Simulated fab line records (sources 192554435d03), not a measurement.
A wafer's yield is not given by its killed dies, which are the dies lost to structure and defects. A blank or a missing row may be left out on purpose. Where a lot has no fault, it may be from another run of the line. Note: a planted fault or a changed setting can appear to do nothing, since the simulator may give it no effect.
Chamber matching    flow n5-finfet    cmp-04 running N5_BEOL_M1_CMP_52: 4 sister chambers
The step polishes, stops on SiOC, t overpolish 6.8 s, target thk 40 nm. 20 wafers are shown with their chamber, then 10 later ones without.

== EACH WAFER AND ITS CHAMBER ==
wafer   chamber  motor-current-A (A)  time-to-endpoint-s (s)  barrier-field-endpoint-s (s)
L075.1  2        5.9                  62                      23.5
L075.2  0        5.0                  61                      23.8
L075.4  1        5.7                  64                      24.4
L082.1  0        5.2                  65                      24.2
L082.4  2        5.8                  59                      24.8
L082.6  2        6.0                  61                      24.6
L083.2  2        6.5                  58                      24.4
L083.5  3        6.7                  56                      24.0
L083.6  0        5.1                  63                      25.1
L084.3  2        5.8                  58                      23.3
L084.4  3        6.8                  54                      23.2
L084.5  3        6.7                  55                      23.6
L085.2  0        5.0                  64                      24.9
L085.4  3        6.6                  58                      24.0
L085.6  2        6.1                  59                      24.4
L089.2  3        6.6                  56                      24.1
L089.4  0        4.9                  65                      25.3
L089.6  2        6.1                  60                      25.0
L090.2  2        5.6                  62                      23.0
L090.3  0        5.2                  66                      23.9

SIGNATURES, as means of the wafers listed above
reading                   chamber 0  chamber 1  chamber 2  chamber 3  scatter within a chamber
motor-current-A           5.067      5.700      5.975      6.680      0.196
time-to-endpoint-s        64.00      64.00      59.88      55.80      1.65
barrier-field-endpoint-s  24.533     24.400     24.125     23.780     0.642
Rule: distance of a wafer from a chamber = root of the sum over the readings of ((wafer's reading minus chamber's mean) / reading's scatter) squared. If the next closest chamber is less than 2 further off than the closest, the wafer can't be placed; otherwise it belongs to the closest. The scatter is the square root of a quotient: the sum, over the shown wafers, of each reading's squared deviation from its chamber's mean, divided by wafers minus chambers.

== WAFERS MISSING THEIR CHAMBER ==
wafer   motor-current-A (A)  time-to-endpoint-s (s)  barrier-field-endpoint-s (s)
L090.4  5.9                  65                      24.4
L093.1  5.8                  62                      24.6
L093.3  6.1                  68                      25.1
L093.4  4.9                  68                      25.4
L094.1  5.6                  59                      23.9
L094.3  6.6                  58                      24.5
L094.5  5.9                  65                      24.9
L097.4  5.1                  62                      25.2
L097.5  4.9                  63                      25.9
L097.6  5.8                  63                      25.3

== WHICH CHAMBER EACH WENT THROUGH ==
wafer   from the rows above      in truth
L090.4  can't be placed: 1 or 2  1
L093.1  can't be placed: 1 or 2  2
L093.3  can't be placed: 1 or 2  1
L093.4  0                        0
L094.1  can't be placed: 2 or 1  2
L094.3  can't be placed: 3 or 2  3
L094.5  can't be placed: 1 or 2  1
L097.4  can't be placed: 0 or 1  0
L097.5  0                        0
L097.6  can't be placed: 1 or 2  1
Correctly placed: 2 of 10. Can't be placed from these rows: 8 (the true chamber is among the candidates in 8). Placed wrongly: 0.
